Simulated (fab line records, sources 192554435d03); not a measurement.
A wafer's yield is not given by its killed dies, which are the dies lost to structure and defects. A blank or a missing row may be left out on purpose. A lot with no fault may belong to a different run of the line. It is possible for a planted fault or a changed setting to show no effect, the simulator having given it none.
Comparing a struck lot with a sound one || flow n5 finfet || 16 steps out of a route of 1938
Sound: these wafers, L812.2, L812.5, L812.6. Struck: wafers L829.1, L829.3, L829.4. Last of all comes the cause.
At each step with rows: each side's tool, then ch and its chambers, then its first start. Under that, the readings that differ: sound wafers || struck wafers || difference of the means || sigmas: that difference in standard deviations of wafers without a fault.
alike: readings with means less than 2 such deviations apart, plus words and numbers identical on both sides. not compared: withheld readings, readings lacking a value on some wafer, bounds such as >300 that could conceal the same value, and numbers that have no deviation in the record and whose values overlap.
Wherever a step has rows on one side only, a row that says differs or no value, or a row with sigmas, the two part there. Non-overlapping numbers with no deviation appear without sigmas and do not part them. A reading missing from all wafers of one side parts the sides only when that side holds two or more wafers.

first, 6 steps without rows for these wafers: N5_BEOL_M2_COAT_22 (resist thk 30 nm); N5_BEOL_M2_EBR_24; N5_BEOL_M2_SOFTBAKE_23 (time 60 s); N5_BEOL_M2_EXPOSE_25 (exposes mask V1, defocus 5 nm); N5_BEOL_M2_PEB_26 (peb time 60 s); N5_BEOL_M2_DEVELOP_27 (develop time 30 s).
N5_BEOL_M2_CD_MEAS_28: target cd 26.2 nm, target cd y 24.1 nm.
  sound on cd sem-02 ch 0, day 7 18:54; struck on cd sem-03 ch 0, day 11 22:24
  alike: cd nm
N5_BEOL_M2_OVL_MEAS_29:
  sound on overlay-02 ch 0, day 7 18:56; struck on overlay-02 ch 0, day 11 22:26
  alike: V1_OVL
N5_BEOL_M2_INSPECT_30: inspects for defects (brightfield).
  struck on defect inspect-01, day 11 22:29; sound on defect inspect-01, day 7 18:59
{"reading": "raw defect count", "sound": "552 515 562", "struck": "310 341 237", "difference": -247, "sigmas": -3}
N5_BEOL_M2_DESCUM_33: chemistry O2, time 7 s.
  sound on rie diel-04 ch 2,3, day 7 19:01; struck on rie diel-03 ch 0,2, day 11 22:57
{"reading": "showerhead plenum p Torr (Torr)", "sound": "1.98 1.98 2.02", "struck": "2.01 2.25 2.25", "difference": "+0.18", "sigmas": "+2"}
  alike: chamber pressure mTorr, drypump motor current A, oes product au, rf vpp V, throttle valve pct
  not compared: rf hours counter h
N5_BEOL_M2_ETCH_77: etches underlayer in N2/H2, target depth 6.5 nm, time 5.2 s.
  sound on rie diel-04 ch 2,3, day 7 19:04; struck on rie diel-03 ch 0,2, day 11 22:59
{"reading": "etch rf on time s (s)", "sound": "5.31 5.36 5.25", "struck": "5.15 5.11 5.08", "difference": -0.19, "sigmas": -2}
{"reading": "oes product au (a.u.)", "sound": "0.59 0.60 0.62", "struck": "0.65 0.84 0.85", "difference": "+0.18", "sigmas": "+2"}
{"reading": "rf vpp V (V)", "sound": "519.5 518.6 520.7", "struck": "521.3 528.9 528.7", "difference": "+6.7", "sigmas": "+2"}
{"reading": "showerhead plenum p Torr (Torr)", "sound": "2.40 2.40 2.43", "struck": "2.43 2.74 2.74", "difference": "+0.23", "sigmas": "+2"}
  alike: chamber pressure mTorr, drypump motor current A, throttle valve pct
  not compared: rf hours counter h
N5_BEOL_M2_ETCH_69: etches SiARC in CF4, target depth 15.6 nm, time 26 s.
  sound on rie diel-04 ch 2,3, day 7 19:06; struck on rie diel-03 ch 0,2, day 11 23:00
{"reading": "etch rf on time s (s)", "sound": "27.1 26.9 26.9", "struck": "26.4 26.0 25.9", "difference": -0.9, "sigmas": -2}
{"reading": "oes product au (a.u.)", "sound": "0.59 0.59 0.61", "struck": "0.64 0.83 0.84", "difference": "+0.17", "sigmas": "+2"}
{"reading": "showerhead plenum p Torr (Torr)", "sound": "2.02 2.02 2.06", "struck": "2.05 2.28 2.28", "difference": "+0.17", "sigmas": "+2"}
  alike: chamber pressure mTorr, drypump motor current A, rf vpp V, throttle valve pct
  not compared: rf hours counter h
N5_BEOL_M2_ALD_98: deposits SiO2, target thk 2.5 nm, pulse time 1 s, co reactant pulse time 1 s.
  sound on ald sin-04 ch 0,3, day 7 19:31; struck on ald sin-01 ch 1,2,3, day 11 23:16
{"reading": "ald cycles", "sound": "17 17 17", "struck": "13 13 13", "difference": -4, "sigmas": ""}
{"reading": "model.SiO2_of_BEOL_M2_ALD_98.thk nm (nm)", "sound": "2.6 2.6 2.4", "struck": "2 2 2", "difference": -1, "sigmas": ""}
  alike: heater power outer w, heater power w, precursor pulse height rel
N5_BEOL_M2_ETCHBACK_99: etches SiO2 in CHF3, target depth 5 nm, time 10.4 s.
  sound on rie diel-01 ch 1,2, day 8 23:37; struck on rie diel-03 ch 1,2,3, day 13 12:04
  alike: chamber pressure mTorr, drypump motor current A, oes product au, rf vpp V, showerhead plenum p Torr, throttle valve pct
  not compared: rf hours counter h
N5_BEOL_M4_RC_MEAS_101:
  sound on prober-02 ch 0, day 11 04:25; struck on prober-01 ch 0, day 15 08:10
  alike: DIBL_N, DIBL_P, IOFF_N, IOFF_P, ION_N, ION_P, SS_N, SS_P, VT_N, VT_P
next, for these wafers, 1 step has no rows: N5_PASSIVATION_PROBE_49.

WHERE THEY PART
Last at N5_BEOL_M2_ETCH_69 as far as this record goes, first at N5_BEOL_M2_INSPECT_30. Later steps at which nothing parts them and some readings are alike: N5_BEOL_M2_ALD_98, N5_BEOL_M2_ETCHBACK_99, N5_BEOL_M4_RC_MEAS_101.

WHY: whatever the simulator had introduced
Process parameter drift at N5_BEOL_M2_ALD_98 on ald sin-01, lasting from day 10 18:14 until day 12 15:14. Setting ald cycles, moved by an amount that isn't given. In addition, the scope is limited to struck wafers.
